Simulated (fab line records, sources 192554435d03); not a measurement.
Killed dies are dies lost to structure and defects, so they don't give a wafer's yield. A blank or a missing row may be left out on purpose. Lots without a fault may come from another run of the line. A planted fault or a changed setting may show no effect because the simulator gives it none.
Chamber matching | flow n5_finfet | N5_MOL_CONTACT_COAG_ETCH_66 on rie_diel-03: 4 sister chambers
The step etches SiARC in CF4, target depth 13 nm, time 21.7 s. 4 wafers are shown with their chamber, then 7 later ones without.

WAFERS WITH THEIR CHAMBER
wafer  | chamber | showerhead_plenum_p_Torr (Torr)
L076.4 | 3       | 2.27
L077.3 | 0       | 2.06
L078.2 | 1       | 2.22
L078.3 | 2       | 2.13

WAFERS WITHOUT THEIR CHAMBER
wafer  | showerhead_plenum_p_Torr (Torr)
L078.6 | 2.26
L087.3 | 2.26
L087.4 | 2.21
L087.5 | 2.13
L088.1 | 2.13
L088.4 | 2.21
L088.5 | 2.06

WHICH CHAMBER EACH WENT THROUGH
wafer  | from the rows above | in truth
L078.6 | 3                   | 3
L087.3 | 3                   | 3
L087.4 | 1                   | 1
L087.5 | 2                   | 2
L088.1 | 2                   | 2
L088.4 | 1                   | 1
L088.5 | 0                   | 0
Placed correctly: 7 of 7. Can't be placed from these rows: 0. Placed wrongly: 0.
How it was worked out, from the rows above alone: a wafer's distance from a chamber is the root of the sum, over the readings, of the square of ((its reading less the chamber's mean) divided by the reading's scatter). The wafer belongs to the nearest chamber; if the next one is less than 2 further off, it can't be placed. A chamber's mean is the mean of its shown wafers. The scatter: with one shown wafer a chamber, the root of the mean of the squares of how far each hidden wafer lies from its nearest shown one.
